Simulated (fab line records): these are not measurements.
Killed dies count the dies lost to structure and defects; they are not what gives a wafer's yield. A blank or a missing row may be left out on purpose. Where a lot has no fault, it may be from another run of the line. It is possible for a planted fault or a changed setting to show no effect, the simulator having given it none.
fab line records	flow nandHarc
record: lots: 6	wafers: 18	lastDay: 32
route steps=1302 shown A_SGD_CUT@894 A_SLIT@922 END@1302
lots that met no fault: from a run of the same line without faults
startH: the number of hours between the record's first day and the start of the first shown wafer of the lot	waitH: time in hours since the lot's previous step	" the same as in the row above	L1.1+2: one row covering several wafers at once	- no value, or no start given	* or withheld: withheld	< > ~ a bound
route shown NAME@n: NAME is a module with steps in the file, n the number in the route of the first one	usual: average and standard deviation across the fault-free wafers	same: alike in all rows	chamber/n: place in a boat	sites: each site's reading	_std_site: standard deviation across them	_edge_site: mean of outer sites minus mean of inner sites	radiusMm: how far each site lies from the wafer's centre	mask NAME#n: copy n	behind: the last tool/chamber to shape the wafer	hold: why the lot went on hold/how many hours it stayed there/how the hold came to an end	device: the n, p or np transistor that did not switch	end of line: the same wafers' tests at the end of the route	step lacking rows: just its recipe	killed: count of dies lost to structure and defects at first sort (not the wafer's yield)	map: the dies of a wafer, with x for killed, . for not killed, _ for no die there
set.NAME: the setting as run; set.NAME@STEP: as run at that earlier step	model.NAME: the simulator's own value behind a step, which no gauge read
a table for each step, a row for each wafer; lots at some steps of the route
services: the hour from which a tool's chamber was out of use, counted from the record's first day as startH (under 0 if before that day), plus the number of hours and why
== steps ==
step: NHARC_A_SGD_CUT_COAT_57
recipe: tempC: 225	timeS: 65
step: NHARC_A_SGD_CUT_COAT_03
recipe: spinRpm: 1500	resistThkNm: 90
step: NHARC_A_SGD_CUT_SOFTBAKE_04
recipe: tempC: 105	timeS: 55
step: NHARC_A_SGD_CUT_EBR_05
step: NHARC_A_SGD_CUT_EXPOSE_06
recipe: na: 1.35	doseMj: 85.59	maskId: SGD
step: NHARC_A_SGD_CUT_PEB_07
recipe: pebTempC: 100	pebTimeS: 65
step: NHARC_A_SGD_CUT_DEVELOP_08
recipe: developTimeS: 35	devTempC: 23
step: NHARC_A_SGD_CUT_CD_MEAS_09
recipe: targetCdNm: 100	landingEnergyEv: 500
usual: cdNm: 100.1/0.59
lot.wafer	tool	chamber	startH	waitH	cdNm
L965.3	cdSem-03	0	420.99	-	99.4
L965.4	"	0	"	"	100.5
L965.5	"	0	"	"	100.3
L976.3	cdSem-02	0	549.59	-	99.5
L976.5	"	0	"	"	100.8
L976.6	"	0	"	"	99.9
L978.2	cdSem-03	0	552.74	-	100.2
L978.3	"	0	"	"	99.8
L978.4	"	0	"	"	100.4
L977.3	cdSem-03	0	561.37	-	99.9
L977.4	"	0	"	"	100.7
L977.5	"	0	"	"	101.5
L983.2	cdSem-03	0	616.98	-	99.8
L983.5	"	0	"	"	99.3
L983.6	"	0	"	"	99.4
L985.1	cdSem-01	0	632.44	-	99.4
L985.3	"	0	"	"	99.5
L985.4	"	0	"	"	100.2
step: NHARC_A_SGD_CUT_OVL_MEAS_10
usual: overlayXNm: 0.0/0.67	overlayYNm: -0.4/0.76
lot.wafer	tool	chamber	startH	waitH	overlayXNm	overlayYNm
L965.3	overlay-02	-	421.08	-	0.3	0.1
L965.4	"	-	"	"	0.6	0.4
L965.5	"	-	"	"	0.6	0.1
L976.3	overlay-01	-	549.68	-	0.0	-0.6
L976.5	"	-	"	"	0.2	0.3
L976.6	"	-	"	"	-0.2	0.0
L978.2	overlay-02	-	552.82	-	0.4	-1.0
L978.3	"	-	"	"	1.3	-0.6
L978.4	"	-	"	"	0.8	-1.4
L977.3	overlay-01	-	561.45	-	-0.2	-0.3
L977.4	"	-	"	"	0.4	0.0
L977.5	"	-	"	"	0.7	-0.7
L983.2	overlay-02	-	617.06	-	-0.1	0.7
L983.5	"	-	"	"	0.3	0.7
L983.6	"	-	"	"	-0.2	0.4
L985.1	overlay-01	-	632.52	-	-1.2	-0.3
L985.3	"	-	"	"	-0.5	-0.5
L985.4	"	-	"	"	-0.7	0.1
step: NHARC_A_SGD_CUT_INSPECT_11
usual: rawDefectCount: 48/24
lot.wafer	tool	chamber	startH	waitH	rawDefectCount
L965.3	defectInspect-02	-	421.11	0.0	63
L965.4	"	-	"	"	60
L965.5	"	-	"	"	56
L976.3	defectInspect-02	-	549.71	0.0	12
L976.5	"	-	"	"	13
L976.6	"	-	"	"	19
L978.2	defectInspect-02	-	552.86	0.0	31
L978.3	"	-	"	"	43
L978.4	"	-	"	"	44
L977.3	defectInspect-01	-	561.49	0.0	65
L977.4	"	-	"	"	67
L977.5	"	-	"	"	57
L983.2	defectInspect-01	-	617.10	0.0	26
L983.5	"	-	"	"	16
L983.6	"	-	"	"	25
L985.1	defectInspect-01	-	632.56	0.0	66
L985.3	"	-	"	"	55
L985.4	"	-	"	"	66
step: NHARC_A_SGD_CUT_DESCUM_14
recipe: timeS: 3	o2FlowSccm: 200	arFlowSccm: 0	biasPowerW: 0	chemistry: O2
usual: drypumpMotorCurrentA: 5.6/0.51	o2FlowSccm: 200.0/0.63	oesProductAu: 1.003/0.011	rfVppV: 57.8/0.82	showerheadPlenumPTorr: 1.90/0.078	throttleValvePct: 11.312/0.008
lot.wafer	tool	chamber	startH	waitH	drypumpMotorCurrentA	o2FlowSccm	oesProductAu	rfHoursCounterH	rfVppV	showerheadPlenumPTorr	throttleValvePct
L965.3	rieDiel-12	0	421.17	0.1	6.6	199.5	1.004	10.4	58.9	1.94	11.311
L965.4	"	2	"	"	5.3	201.2	0.993	9.3	57.4	1.89	11.303
L965.5	"	1	"	"	5.8	199.3	1.015	-	57.0	1.85	11.298
L976.3	rieDiel-12	0	549.79	0.1	6.6	200.5	1.011	6.2	57.8	1.94	11.314
L976.6	"	2	"	"	5.3	201.1	0.990	-	55.8	1.89	11.320
L976.5	"	3	"	"	5.6	200.4	0.975	-	57.7	1.85	11.319
L978.2	rieDiel-01	3	552.92	0.1	5.5	200.6	1.012	8.2	58.3	2.06	11.311
L978.4	"	0	"	"	4.8	200.6	1.024	7.8	57.1	1.95	11.298
L978.3	"	2	"	"	6.2	200.7	0.996	7.0	57.8	1.87	11.316
L977.3	rieDiel-12	1	561.55	0.1	5.8	199.8	1.010	7.1	58.4	1.85	11.313
L977.4	"	2	"	"	5.3	200.7	0.996	6.8	57.1	1.89	11.311
L977.5	"	2	"	"	5.3	199.6	1.007	-	58.0	1.89	11.308
L983.2	rieDiel-01	1	617.18	0.1	5.6	201.1	0.995	3.0	58.7	1.82	11.302
L983.6	"	3	"	"	5.5	199.6	1.001	-	58.9	2.06	11.314
L983.5	"	0	"	"	4.9	200.0	1.002	-	57.4	1.95	11.310
L985.3	rieDiel-01	0	632.62	0.1	4.8	199.2	1.014	3.6	57.9	1.94	11.315
L985.4	"	2	"	"	6.2	201.1	1.002	3.2	57.5	1.87	11.306
L985.1	"	3	"	"	5.5	200.2	1.013	3.3	57.6	2.06	11.317
step: NHARC_A_SGD_CUT_ETCH_58
recipe: targetDepthA: 390	overEtchFrac: 0.3	timeS: 65	ionEnergyEv: 80	cf4FlowSccm: 150	arFlowSccm: 0	rfW: 300	biasW: 100	chemistry: CF4
step: NHARC_A_SGD_CUT_ETCH_59
recipe: targetDepthA: 2600	overEtchFrac: 0.25	timeS: 406.25	ionEnergyEv: 200	n2FlowSccm: 150	h2FlowSccm: 150	arFlowSccm: 0	rfW: 400	biasW: 150	chemistry: N2/H2
usual: drypumpMotorCurrentA: 5.6/0.5	oesProductAu: 1.002/0.01	rfVppV: 430.3/2.6	showerheadPlenumPTorr: 2.03/0.086	throttleValvePct: 14.173/0.0092
lot.wafer	tool	chamber	startH	waitH	drypumpMotorCurrentA	oesProductAu	rfHoursCounterH	rfVppV	showerheadPlenumPTorr	throttleValvePct
L965.4	rieDiel-12	2	421.35	-	5.3	0.989	9.4	430.1	2.02	14.164
L965.3	"	1	"	"	5.8	1.010	10.3	430.3	1.97	14.178
L965.5	"	3	"	"	5.6	0.993	-	428.4	1.98	14.170
L976.3	rieDiel-12	2	550.04	-	5.3	1.002	5.9	429.2	2.01	14.167
L976.6	"	3	"	"	5.5	0.989	-	428.7	1.98	14.186
L976.5	"	0	"	"	6.6	1.021	-	432.8	2.07	14.183
L978.4	rieDiel-01	1	553.10	-	5.6	0.995	6.8	426.9	1.94	14.172
L978.3	"	2	"	"	6.2	0.999	7.1	431.4	2.00	14.178
L978.2	"	0	"	"	4.9	0.995	7.9	432.0	2.08	14.153
L977.3	rieDiel-12	2	561.72	-	5.3	1.009	6.9	430.6	2.01	14.153
L977.4	"	0	"	"	6.6	1.010	7.3	431.5	2.07	14.165
L977.5	"	2	"	"	5.3	1.000	-	432.3	2.01	14.152
L983.2	rieDiel-01	1	617.40	-	5.6	0.997	3.1	427.4	1.94	14.170
L983.6	"	3	"	"	5.5	0.999	-	435.0	2.20	14.183
L983.5	"	0	"	"	4.8	1.023	-	431.6	2.07	14.178
L985.3	rieDiel-01	2	632.80	-	6.2	1.000	3.3	429.0	1.99	14.175
L985.1	"	0	"	"	4.9	1.025	3.7	431.3	2.07	14.190
L985.4	"	1	"	"	5.6	0.999	3.5	427.8	1.94	14.176
step: NHARC_A_SGD_CUT_ETCH_15
recipe: targetDepthA: 750	timeS: 64.3	ch3fFlowSccm: 50	o2FlowSccm: 30	arFlowSccm: 200	rfW: 500	biasW: 100	chemistry: CH3F/O2
step: NHARC_A_SGD_CUT_ETCH_16
recipe: targetDepthA: 3105	timeS: 155.2	c4f8FlowSccm: withheld	o2FlowSccm: 8	arFlowSccm: withheld	rfW: 600	biasW: 800	chemistry: C4F8/O2/Ar
step: NHARC_A_SGD_CUT_STRIP_60
recipe: c4f8FlowSccm: withheld	o2FlowSccm: 8	arFlowSccm: withheld	biasW: 0	chemistry: C4F8/O2/Ar
step: NHARC_A_SGD_CUT_STRIP_17
recipe: o2FlowSccm: 500	arFlowSccm: 0	biasW: 0	chemistry: O2
usual: drypumpMotorCurrentA: 5.7/0.52	o2FlowSccm: 500.2/1.4	oesProductAu: 1.001/0.011	rfVppV: 57.8/0.92	showerheadPlenumPTorr: 3.51/0.14	throttleValvePct: 17.036/0.009
lot.wafer	tool	chamber	startH	waitH	drypumpMotorCurrentA	o2FlowSccm	oesProductAu	rfHoursCounterH	rfVppV	showerheadPlenumPTorr	throttleValvePct
L965.3	rieDiel-12	0	-	-	6.7	502.3	0.991	10.7	57.4	3.58	17.029
L965.5	"	1	"	"	5.8	498.7	1.001	-	58.2	3.42	17.028
L965.4	"	0	"	"	6.6	502.1	0.996	-	58.0	3.58	17.022
L976.3	rieDiel-12	0	-	-	6.6	499.3	1.019	6.7	58.5	3.57	17.047
L976.5	"	0	"	"	6.7	501.0	1.012	-	57.8	3.57	17.049
L976.6	"	1	"	"	5.8	498.7	1.003	-	58.7	3.42	17.034
L978.2	rieDiel-01	2	-	-	6.2	497.7	1.003	7.4	58.2	3.46	17.023
L978.3	"	0	"	"	4.9	501.2	1.001	8.0	58.7	3.58	17.044
L978.4	"	1	"	"	5.6	501.1	1.003	7.0	57.6	3.37	17.046
L977.3	rieDiel-12	1	-	-	5.8	500.4	1.000	7.4	57.3	3.42	17.034
L977.4	"	2	"	"	5.3	500.0	0.995	7.1	57.8	3.49	17.026
L977.5	"	3	"	"	5.6	500.7	0.974	-	56.4	3.43	17.041
L983.2	rieDiel-01	2	-	-	6.2	499.9	0.996	2.8	56.8	3.46	17.027
L983.6	"	2	"	"	6.2	498.6	0.999	-	56.1	3.46	17.025
L983.5	"	3	"	"	5.5	501.9	0.999	-	58.7	3.77	17.036
L985.3	rieDiel-01	0	-	-	4.9	498.0	1.019	3.9	58.5	3.58	17.017
L985.4	"	1	"	"	5.6	498.8	0.996	3.7	57.8	3.37	17.032
L985.1	"	2	"	"	6.2	500.5	0.993	3.5	58.7	3.46	17.030
step: NHARC_A_SGD_CUT_PRECLEAN_18
recipe: timeS: *	tempC: 50	bathAgeMin: 0	chemistry: SC1
step: NHARC_A_SGD_CUT_SRD_19
step: NHARC_A_SGD_CUT_DEP_20
recipe: targetThkA: 1500	tempC: 65	material: SiO2
step: NHARC_A_SGD_CUT_ANNEAL_27
recipe: tempC: 450	timeS: 1800
step: NHARC_A_SGD_CUT_CMP_21
recipe: targetThkNm: 148.19
usual: motorCurrentA: 12.0/0.8	timeToEndpointS: 50.9/2.6
lot.wafer	tool	chamber	startH	waitH	motorCurrentA	timeToEndpointS
L965.4	cmp-04	1	427.36	0.4	10.6	49.6
L965.3	"	3	"	"	11.5	49.9
L965.5	"	1	"	"	11.2	53.9
L976.3	cmp-04	2	557.46	0.4	12.5	47.8
L976.6	"	1	"	"	10.6	50.4
L976.5	"	2	"	"	11.4	49.4
L978.4	cmp-01	2	557.58	0.5	11.8	50.2
L978.3	"	3	"	"	13.7	51.6
L978.2	"	1	"	"	11.3	52.8
L977.4	cmp-01	3	567.49	0.4	13.4	53.7
L977.3	"	0	"	"	12.3	55.9
L977.5	"	1	"	"	11.4	53.1
L983.2	cmp-04	2	622.97	0.4	12.4	55.9
L983.5	"	1	"	"	11.6	55.9
L983.6	"	2	"	"	11.5	54.4
L985.1	cmp-04	0	638.55	0.4	11.5	48.5
L985.4	"	2	"	"	12.0	52.1
L985.3	"	3	"	"	11.5	49.9
step: NHARC_A_SGD_CUT_THK_MEAS_22
recipe: thkMeasGauge: ellipsometry
usual: thkNm: 148.1/1.5
lot.wafer	tool	chamber	startH	waitH	thkNm
L965.3	filmMetro-02	-	427.59	0.2	147.1
L965.4	"	-	"	"	148.1
L965.5	"	-	"	"	148.6
L976.3	filmMetro-02	-	557.69	0.2	147.2
L976.5	"	-	"	"	149.0
L976.6	"	-	"	"	149.3
L978.2	filmMetro-02	-	557.84	0.2	149.1
L978.3	"	-	"	"	148.3
L978.4	"	-	"	"	150.1
L977.3	filmMetro-01	-	567.69	0.2	148.6
L977.4	"	-	"	"	148.2
L977.5	"	-	"	"	149.5
L983.2	filmMetro-02	-	623.20	0.2	148.9
L983.5	"	-	"	"	148.7
L983.6	"	-	"	"	149.3
L985.1	filmMetro-02	-	638.80	0.2	146.5
L985.3	"	-	"	"	149.5
L985.4	"	-	"	"	148.2
step: NHARC_A_SGD_CUT_SRD_23
step: NHARC_A_SGD_CUT_ETCH_26
recipe: targetDepthA: 458	chemistry: dHF	material: SiO2
step: NHARC_A_SGD_CUT_ETCHBACK_24
recipe: targetDepthA: 500	overEtchFrac: 0.3	timeS: 92.857	ionEnergyEv: 120	ch3fFlowSccm: 50	o2FlowSccm: 30	arFlowSccm: 200	rfW: 500	biasW: 100	chemistry: CH3F/O2
step: NHARC_A_SGD_CUT_STRIP_28
recipe: timeS: 20	o2FlowSccm: 500	arFlowSccm: 0	biasW: 0	chemistry: O2
step: NHARC_A_SLIT_DEP_25
recipe: targetThkA: 2000	tempC: 400	pressureTorr: 6.5	rfW: 900	teosFlowSccm: 161.4	flowSccm: 2650	targetThkNm: 200	gas: O2	material: SiO2
usual: heaterPowerW: 528/73	susceptorTempC: 399.99/0.21	throttleValvePct: 16.0/0.4
lot.wafer	tool	chamber	startH	waitH	heaterPowerW	susceptorTempC	throttleValvePct
L965.3	pecvd-01	1	428.12	0.1	526	399.79	16.3
L965.4	"	1	"	"	537	400.31	16.2
L965.5	"	0	"	"	395	399.87	16.1
L976.3	pecvd-02	2	558.32	0.1	499	400.21	16.2
L976.6	"	0	"	"	480	399.69	16.8
L976.5	"	1	"	"	576	399.98	15.6
L978.2	pecvd-02	2	558.59	0.3	619	400.14	16.1
L978.3	"	0	"	"	570	399.74	16.9
L978.4	"	1	"	"	512	400.04	15.6
L977.3	pecvd-04	2	568.31	0.1	449	400.06	15.5
L977.4	"	0	"	"	485	399.76	15.4
L977.5	"	2	"	"	453	400.24	15.6
L983.2	pecvd-01	2	623.81	0.1	588	400.22	16.4
L983.5	"	0	"	"	508	400.37	15.6
L983.6	"	1	"	"	506	400.33	16.0
L985.1	pecvd-01	2	639.37	0.1	596	399.66	16.2
L985.3	"	0	"	"	399	400.25	15.9
L985.4	"	0	"	"	414	399.72	16.1
step: NHARC_A_SLIT_DEP_00
recipe: targetThkA: 62000	tempC: 400	material: aC
step: NHARC_A_SLIT_DEP_23
recipe: targetThkA: 1000	targetThkNm: 100	tempC: 400	pressureTorr: 3.5	flowSccm: 200	rfW: 350	material: SiON
usual: heaterPowerW: 718/72	susceptorTempC: 400.03/0.21
lot.wafer	tool	chamber	startH	waitH	heaterPowerW	susceptorTempC
L965.3	pecvd-02	0	432.21	1.9	721	400.30
L965.5	"	0	"	"	728	400.15
L965.4	"	1	"	"	676	400.11
L976.3	pecvd-01	0	564.78	1.9	612	400.17
L976.6	"	0	"	"	620	400.09
L976.5	"	1	"	"	750	400.25
L978.3	pecvd-01	1	568.50	1.9	655	400.43
L978.2	"	2	"	"	777	400.27
L978.4	"	1	"	"	660	399.82
L977.3	pecvd-01	0	577.47	1.9	615	400.12
L977.4	"	0	"	"	629	400.05
L977.5	"	1	"	"	772	400.11
L983.2	pecvd-02	0	635.14	2.6	759	399.96
L983.5	"	2	"	"	759	399.72
L983.6	"	0	"	"	708	400.11
L985.3	pecvd-01	1	646.21	2.0	785	400.22
L985.1	"	2	"	"	719	399.99
L985.4	"	0	"	"	645	399.90
step: NHARC_A_SLIT_DEHYDRATE_01
recipe: tempC: 150	timeS: 120
step: NHARC_A_SLIT_HMDS_02
recipe: timeS: 30
step: NHARC_A_SLIT_COAT_03
recipe: spinRpm: 1500	resistThkNm: 90
step: NHARC_A_SLIT_SOFTBAKE_04
recipe: tempC: 105	timeS: 55
step: NHARC_A_SLIT_EBR_05
step: NHARC_A_SLIT_EXPOSE_06
recipe: na: 1.35	doseMj: 60.82	maskId: SLIT
step: NHARC_A_SLIT_PEB_07
recipe: pebTempC: 100	pebTimeS: 65
step: NHARC_A_SLIT_DEVELOP_08
recipe: developTimeS: 35	devTempC: 23
step: NHARC_A_SLIT_CD_MEAS_09
recipe: targetCdNm: 300	landingEnergyEv: 500
usual: cdNm: 300.1/0.47
lot.wafer	tool	chamber	startH	waitH	cdNm
L965.3	cdSem-01	0	432.89	-	300.9
L965.4	"	0	"	"	300.8
L965.5	"	0	"	"	300.9
L976.3	cdSem-02	0	565.43	-	299.9
L976.5	"	0	"	"	299.5
L976.6	"	0	"	"	299.6
L978.2	cdSem-02	0	569.19	-	299.8
L978.3	"	0	"	"	300.3
L978.4	"	0	"	"	299.8
L977.3	cdSem-03	0	578.12	-	299.9
L977.4	"	0	"	"	300.3
L977.5	"	0	"	"	299.8
L983.2	cdSem-03	0	635.87	-	299.9
L983.5	"	0	"	"	300.5
L983.6	"	0	"	"	299.9
L985.1	cdSem-03	0	646.89	-	299.9
L985.3	"	0	"	"	300.2
L985.4	"	0	"	"	300.1
step: NHARC_A_SLIT_OVL_MEAS_10
usual: overlayXNm: 0.0/0.6	overlayYNm: 0.1/0.73
lot.wafer	tool	chamber	startH	waitH	overlayXNm	overlayYNm
L965.3	overlay-01	-	432.98	-	-1.1	0.4
L965.4	"	-	"	"	-0.9	0.4
L965.5	"	-	"	"	-0.6	0.0
L976.3	overlay-02	-	565.52	-	0.4	-0.6
L976.5	"	-	"	"	-0.2	-0.4
L976.6	"	-	"	"	0.0	-0.3
L978.2	overlay-02	-	569.28	-	0.1	1.6
L978.3	"	-	"	"	0.1	1.1
L978.4	"	-	"	"	-0.7	1.1
L977.3	overlay-02	-	578.21	-	0.2	0.6
L977.4	"	-	"	"	0.4	0.9
L977.5	"	-	"	"	0.5	1.0
L983.2	overlay-01	-	635.95	-	0.8	-0.2
L983.5	"	-	"	"	0.4	-0.1
L983.6	"	-	"	"	-0.1	-0.9
L985.1	overlay-01	-	646.98	-	0.1	0.5
L985.3	"	-	"	"	-0.3	0.5
L985.4	"	-	"	"	0.6	0.4
step: NHARC_END_SORT_01
recipe: tempC: 25
usual: killedAtArray: 53/21	killedAtOther: 1.1/1.5	killedAtPeriphery: 3.9/2.7	killedDies: 58/21	killedOpen: 3.4/1.9	killedShort: 2.3/1.5
same: grossDies: 677
lot.wafer	tool	chamber	startH	waitH	killedAtArray	killedAtOther	killedAtPeriphery	killedDies	killedOpen	killedShort
L965.3	prober-02	0	548.77	3.1	44	1	1	46	1	2
L965.4	prober-02	0	549.58	3.4	52	1	1	54	2	2
L965.5	prober-02	0	550.39	3.7	44	3	4	51	5	3
L976.3	prober-01	0	678.96	3.1	110	0	7	117	3	7
L976.5	prober-01	0	680.55	3.7	146	1	7	154	1	2
L976.6	prober-01	0	681.35	4.0	156	1	8	165	3	3
L978.2	prober-02	0	688.74	2.8	77	0	5	82	6	4
L978.3	prober-02	0	689.53	3.1	53	0	3	56	6	3
L978.4	prober-02	0	690.33	3.4	65	1	3	69	3	4
L977.3	prober-02	0	697.37	3.1	127	1	4	132	7	3
L977.4	prober-02	0	698.18	3.4	150	0	2	152	1	2
L977.5	prober-02	0	698.99	3.7	129	0	1	130	5	3
L985.1	prober-02	0	767.22	2.5	80	1	2	83	4	2
L985.3	prober-02	0	768.81	3.1	71	1	4	76	6	0
L985.4	prober-02	0	769.60	3.4	83	1	2	86	2	3
killed by level:class
L965.3 A_CHANNEL_HOLE_D1:chamberFilmFlake=30 A_CONTACT:chamberFilmFlake=6 A_CHANNEL_HOLE_D2:chamberFilmFlake=5 P_CONTACT:geometricParticle:open=1 A_ONON_D2:geometricParticle:short=1 A_M0:geometricParticle:short=1 A_BONDPAD:chamberFilmFlake=1 THIN_TSV:chamberFilmFlake=1
L965.4 A_CHANNEL_HOLE_D1:chamberFilmFlake=39 A_CONTACT:chamberFilmFlake=5 A_CHANNEL_HOLE_D2:chamberFilmFlake=2 A_ONON_D2:geometricParticle:open=1 A_CHANNEL_FILL_D2:geometricParticle:short=1 A_M0:geometricParticle:short=1 A_M0:geometricParticle:open=1 P_ZERO_WELL:chamberFilmFlake=1
L965.5 A_CHANNEL_HOLE_D1:chamberFilmFlake=21 A_CONTACT:chamberFilmFlake=6 A_CHANNEL_HOLE_D2:chamberFilmFlake=5 THIN_TSV:chamberFilmFlake=3 P_M0:geometricParticle:open=2 A_CHANNEL_FILL_D2:chamberFilmFlake=2 P_CONTACT:geometricParticle:open=1 A_CHANNEL_FILL_D1:geometricParticle:short=1
L976.3 A_SGD_CUT:unspecified=45 A_SLIT:chamberFilmFlake=34 A_CHANNEL_HOLE_D1:chamberFilmFlake=7 A_CONTACT:chamberFilmFlake=5 A_STAIRCASE:chamberFilmFlake=4 A_BLC:chamberFilmFlake=4 P_CONTACT:chamberFilmFlake=3 A_M0:geometricParticle:short=2
L976.5 A_SGD_CUT:unspecified=104 A_SLIT:chamberFilmFlake=25 P_CONTACT:chamberFilmFlake=6 A_BLC:chamberFilmFlake=6 A_STAIRCASE:chamberFilmFlake=5 A_CHANNEL_HOLE_D1:chamberFilmFlake=2 A_CHANNEL_FILL_D1:geometricParticle:short=1 A_BLC:geometricParticle:open=1
L976.6 A_SGD_CUT:unspecified=104 A_SLIT:chamberFilmFlake=32 A_CHANNEL_HOLE_D1:chamberFilmFlake=6 P_CONTACT:chamberFilmFlake=4 A_BLC:chamberFilmFlake=4 P_STI:chamberFilmFlake=3 A_STAIRCASE:chamberFilmFlake=2 P_M0:geometricParticle:open=1
L978.2 A_SLIT:chamberFilmFlake=30 A_CHANNEL_HOLE_D2:chamberFilmFlake=23 A_BONDPAD:chamberFilmFlake=6 A_CONTACT:chamberFilmFlake=5 P_M0:geometricParticle:short=2 A_ONON_D1:geometricParticle:open=2 A_WL_FILL:geometricParticle:open=2 P_M2:chamberFilmFlake=2
L978.3 A_SLIT:chamberFilmFlake=21 A_CHANNEL_HOLE_D2:chamberFilmFlake=14 A_CHANNEL_HOLE_D1:chamberFilmFlake=5 A_CONTACT:chamberFilmFlake=3 P_ZERO_WELL:chamberFilmFlake=2 A_ONON_D1:geometricParticle:short=1 A_ONON_D1:geometricParticle:open=1 A_CHANNEL_HOLE_D1:geometricParticle:open=1
L978.4 A_SLIT:chamberFilmFlake=29 A_CHANNEL_HOLE_D2:chamberFilmFlake=13 A_CHANNEL_HOLE_D1:chamberFilmFlake=7 A_STAIRCASE:chamberFilmFlake=3 A_WL_FILL:geometricParticle:short=2 P_ZERO_WELL:chamberFilmFlake=2 A_CONTACT:chamberFilmFlake=2 P_M0:geometricParticle:open=1
L977.3 A_SGD_CUT:unspecified=52 A_CHANNEL_HOLE_D1:chamberFilmFlake=32 A_SLIT:chamberFilmFlake=28 A_CONTACT:chamberFilmFlake=6 P_CONTACT:geometricParticle:open=2 A_CHANNEL_FILL_D1:geometricParticle:short=2 A_ZERO_WELL:chamberFilmFlake=2 A_WL_FILL:chamberFilmFlake=2
L977.4 A_SGD_CUT:unspecified=98 A_SLIT:chamberFilmFlake=24 A_CHANNEL_HOLE_D1:chamberFilmFlake=16 A_CONTACT:chamberFilmFlake=7 P_M0:geometricParticle:open=1 A_SOURCE_PLATE:geometricParticle:short=1 A_SGD_CUT:geometricParticle:short=1 P_CONTACT:chamberFilmFlake=1
L977.5 A_SGD_CUT:unspecified=49 A_CHANNEL_HOLE_D1:chamberFilmFlake=38 A_SLIT:chamberFilmFlake=27 A_WL_FILL:chamberFilmFlake=3 A_CHANNEL_FILL_D1:geometricParticle:open=2 A_CONTACT:chamberFilmFlake=2 A_BONDPAD:chamberFilmFlake=2 P_GATE:geometricParticle:open=1
L985.1 A_SLIT:chamberFilmFlake=32 A_CHANNEL_HOLE_D2:chamberFilmFlake=24 A_CHANNEL_HOLE_D1:chamberFilmFlake=7 A_M1:chamberFilmFlake=4 A_WL_FILL:chamberFilmFlake=3 A_DECK1_JOINT:chamberFilmFlake=3 A_STAIRCASE:chamberFilmFlake=3 P_GATE:geometricParticle:open=1
L985.3 A_SLIT:chamberFilmFlake=28 A_CHANNEL_HOLE_D2:chamberFilmFlake=20 A_CHANNEL_HOLE_D1:chamberFilmFlake=8 P_GATE:chamberFilmFlake=3 A_SGD_CUT:geometricParticle:open=2 A_DECK1_JOINT:chamberFilmFlake=2 A_STAIRCASE:chamberFilmFlake=2 A_WL_FILL:chamberFilmFlake=2
L985.4 A_SLIT:chamberFilmFlake=30 A_CHANNEL_HOLE_D2:chamberFilmFlake=26 A_CHANNEL_HOLE_D1:chamberFilmFlake=10 A_M1:chamberFilmFlake=4 A_CONTACT:chamberFilmFlake=3 A_CHANNEL_HOLE_D2:geometricParticle:open=2 A_WL_FILL:chamberFilmFlake=2 A_DECK1_JOINT:geometricParticle:short=1
map L976.6 (x killed, . not)
____________.____________
_________......._________
_______..........._______
______...........x.______
_____..............._____
____...........x.....____
____...x..........x..____
___..x.......x........___
___..xx.x..x..........___
__...xx.x....x.........__
__...xxx.......x....x..__
_....xxx................_
_...xxxxxx.x............_
_..xxxxxx.x.x.x....x..x._
_...x.x..x.............._
_..xxx.................._
......x..................
.........x.x...x.x.......
.........................
.........................
..........xxx.x..........
_..........xx.xxx......._
_xx.......xxxxxxx......._
_..x.....xxxxxxxx......._
_.......xxxxxxxxxx......_
_.......xxxxxxxxx......._
__......xxxxxxxxx......__
__.....x.xxxxxxxx......__
___....xxxxxxxxxx.....___
___.....xxxxxxxxx.x..x___
____....xxxxxxxxx...x____
____...x.xxxxxxxx....____
_____...x..xxxxxx..._____
______.....x.xx....______
_______..........._______
_________......._________
____________.____________
map L977.4 (x killed, . not)
____________.____________
_________......._________
_______........x.._______
______............x______
_____..............._____
____.................____
____.................____
___...x........x......___
___.........x....x....___
__..........xx...xxx...__
__........xxx.x.x......__
_.......xxxxxxxxxx......_
_........xxxxxxxxxx....._
_........xxxxxxxxxxxxx.._
_......xxxxxxxxxxxxxx..._
_......xxxxxxxxxxxxxx..._
.......xxxxxxxxxxxx.xx...
.......xxxxxxxxxx........
........xxxxxxxxx..xx....
........xxxxxxxxx..x.....
........xxxxxxxx.x.......
_........xxxxxxx........_
_........x.xx.x.......x._
_............x..x......._
_......................._
_.x.......x............._
__.....................__
__.x......x............__
___.x.................___
___...................___
____.....x...........____
____x................____
_____..............._____
______.............______
_______..........._______
_________......._________
____________.____________
== services ==
tool	chamber	startH	hours	kind
pecvd-01	-	397.27	0.7	repair
cmp-04	-	405.00	4.0	pm
pecvd-02	-	408.06	13.0	pm
cmp-04	-	410.94	2.7	repair
pecvd-01	0	417.39	5.1	repair
rieDiel-01	2	417.53	5.3	repair
pecvd-01	-	434.25	1.3	repair
rieDiel-12	-	445.40	9.0	pm
rieDiel-01	-	448.76	0.5	repair
rieDiel-12	-	458.60	0.4	repair
cmp-01	-	462.39	0.5	repair
rieDiel-01	1	491.53	8.5	repair
pecvd-01	-	492.00	13.0	pm
cmp-04	-	503.00	4.0	pm
cmp-04	-	528.55	5.5	repair
pecvd-02	2	528.67	2.1	repair
cmp-04	-	534.11	0.3	repair
rieDiel-01	-	557.80	9.0	pm
rieDiel-12	-	567.47	0.2	repair
pecvd-02	-	589.06	13.0	pm
cmp-04	-	601.13	4.0	pm
rieDiel-12	-	622.40	9.0	pm
pecvd-02	1	633.20	5.2	repair
rieDiel-01	0	645.39	6.2	repair
== key ==
firstSign: step: NHARC_END_SORT_01	reading: killedAtArray	direction: up	sigmas: 4	usual: 53	struck: 136
effect: step: NHARC_END_SORT_01	reading: killedDies	direction: up	sigmas: 3.9	usual: 58	struck: 142
moreKillsBornAt: NHARC_A_SGD_CUT_ETCH_59@rieDiel-12: 446
metAt NHARC_A_SGD_CUT_ETCH_59
struckWafers L976.3,L976.5,L976.6,L977.3,L977.4,L977.5
testerLeftOut L976,L977
onsetBetween 421.35 550.04
alsoFits NHARC_A_SGD_CUT_DESCUM_14:rieDiel-12,NHARC_A_SGD_CUT_STRIP_17:rieDiel-12
fault: kind: chamberParticleSource	tool: rieDiel-12	chamber: -	onsetH: 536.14	steps: NHARC_A_SGD_CUT_ETCH_59	ratePerVisitCm2: 1.8691	endH: 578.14
testerLeftOut: of these lots the tester's yield and bins aren't shown, on N5 and GAA mostly nor the transistor test; their killed dies are dies lost to structure and defects alone, not to doping, threshold or leakage, so they don't give the yield
